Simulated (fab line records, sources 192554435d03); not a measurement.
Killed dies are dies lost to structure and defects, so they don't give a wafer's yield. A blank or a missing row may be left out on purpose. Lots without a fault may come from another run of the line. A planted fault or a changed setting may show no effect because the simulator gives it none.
Chamber matching | flow n5_finfet | N5_HKMG_FIN_ALD_71 on ald_metal-02: 4 sister chambers
The step deposits TiN, target thk 1 nm, pulse time 1 s, purge time 3 s. 4 wafers are shown with their chamber, then 8 later ones without.

WAFERS WITH THEIR CHAMBER
wafer  | chamber | heater_power_w (W)
L088.3 | 2       | 1004
L088.4 | 1       | 650
L088.5 | 0       | 1013
L090.1 | 3       | 678

WAFERS WITHOUT THEIR CHAMBER
wafer  | heater_power_w (W)
L090.2 | 634
L090.3 | 1018
L095.1 | 1020
L095.4 | 638
L095.6 | 1016
L096.1 | 995
L096.4 | 1000
L096.6 | 1018

WHICH CHAMBER EACH WENT THROUGH
wafer  | from the rows above     | in truth
L090.2 | 1                       | 1
L090.3 | can't be placed: 0 or 2 | 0
L095.1 | can't be placed: 0 or 2 | 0
L095.4 | 1                       | 1
L095.6 | can't be placed: 0 or 2 | 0
L096.1 | can't be placed: 2 or 0 | 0
L096.4 | can't be placed: 2 or 0 | 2
L096.6 | can't be placed: 0 or 2 | 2
Placed correctly: 2 of 8. Can't be placed from these rows: 6 (the true chamber is among the candidates in 6). Placed wrongly: 0.
How it was worked out, from the rows above alone: a wafer's distance from a chamber is the root of the sum, over the readings, of the square of ((its reading less the chamber's mean) divided by the reading's scatter). The wafer belongs to the nearest chamber; if the next one is less than 2 further off, it can't be placed. A chamber's mean is the mean of its shown wafers. The scatter: with one shown wafer a chamber, the root of the mean of the squares of how far each hidden wafer lies from its nearest shown one.
